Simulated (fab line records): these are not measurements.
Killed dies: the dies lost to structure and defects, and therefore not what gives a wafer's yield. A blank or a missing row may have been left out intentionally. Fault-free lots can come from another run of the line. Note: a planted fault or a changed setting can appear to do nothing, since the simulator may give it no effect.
Chamber matching    flow n5Finfet    N5_BEOL_M10_ETCH_61 on rieDiel-05: 4 sister chambers
The step etches SiARC in CF4, target depth 39 nm, time 65 s. 8 wafers are shown with their chamber, then 9 later ones without.

## WAFERS WITH THEIR CHAMBER
wafer   chamber  drypumpMotorCurrentA (A)  showerheadPlenumPTorr (Torr)
L077.1  0        6.2                       2.07
L083.1  1        5.6                       2.06
L083.4  3        4.6                       2.26
L088.3  0        6.2                       2.06
L088.5  2        5.6                       2.24
L089.2  3        4.6                       2.25
L089.3  1        5.7                       2.06
L089.4  2        5.6                       2.24

## WAFERS WITHOUT THEIR CHAMBER
wafer   drypumpMotorCurrentA (A)  showerheadPlenumPTorr (Torr)
L090.1  5.6                       2.24
L090.4  5.7                       2.06
L090.5  4.6                       2.25
L093.1  4.6                       2.25
L093.2  5.7                       2.05
L093.4  6.2                       2.06
L097.2  4.6                       2.24
L097.4  5.7                       2.05
L097.5  5.7                       2.05

## EACH ONE'S CHAMBER
wafer   from the rows above  in truth
L090.1  2                    2
L090.4  1                    1
L090.5  3                    3
L093.1  3                    3
L093.2  1                    1
L093.4  0                    0
L097.2  3                    3
L097.4  1                    1
L097.5  1                    1
Placed correctly: 9 of 9. Number that these rows cannot place: 0. Number placed wrongly: 0.
How it was worked out, from the rows above alone: a wafer's distance from a chamber is the root of the sum, over the readings, of the square of ((its reading less the chamber's mean) divided by the reading's scatter). If the next closest chamber is less than 2 further off than the closest, the wafer can't be placed; otherwise it belongs to the closest. A chamber's mean is the mean of its shown wafers. The scatter is the square root of a quotient: the sum, over the shown wafers, of each reading's squared deviation from its chamber's mean, divided by wafers minus chambers.
